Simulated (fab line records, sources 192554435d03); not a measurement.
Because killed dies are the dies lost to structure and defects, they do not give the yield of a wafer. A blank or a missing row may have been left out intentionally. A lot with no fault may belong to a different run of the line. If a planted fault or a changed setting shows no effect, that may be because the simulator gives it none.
Matching of chambers	flow n5 finfet	rie diel-01 running N5_DUMMY_GATE_ETCH_31: 4 sister chambers
The step etches SiO2 in C4F6/O2, target depth 82.5 nm, time 27.5 s. 4 wafers are shown with their chamber, then 9 later ones without.

## EACH WAFER AND ITS CHAMBER
wafer	chamber	rf vpp V (V)
L077.1	3	660
L086.1	1	620
L086.3	2	681
L086.4	0	651

## WAFERS WHOSE CHAMBER IS MISSING
wafer	rf vpp V (V)
L093.2	621
L093.4	681
L093.5	681
L094.1	651
L094.4	683
L094.6	649
L096.1	618
L096.3	682
L096.4	660

## WHICH CHAMBER EACH ONE RAN IN
wafer	from the rows above	in truth
L093.2	1	1
L093.4	2	2
L093.5	2	2
L094.1	0	0
L094.4	2	2
L094.6	0	0
L096.1	1	1
L096.3	2	2
L096.4	3	3
Placed correctly: 9 of 9. From these rows, 0 cannot be placed. Wrongly placed: 0.
How it was worked out, from the rows above alone: a wafer's distance from a chamber is the root of the sum, over the readings, of the square of ((its reading less the chamber's mean) divided by the reading's scatter). The wafer belongs to the nearest chamber; if the next one is less than 2 further off, it can't be placed. A chamber's mean is the mean of its shown wafers. The scatter (one wafer shown for each chamber): square how far every hidden wafer sits from the nearest shown wafer, average those squares and take the square root.
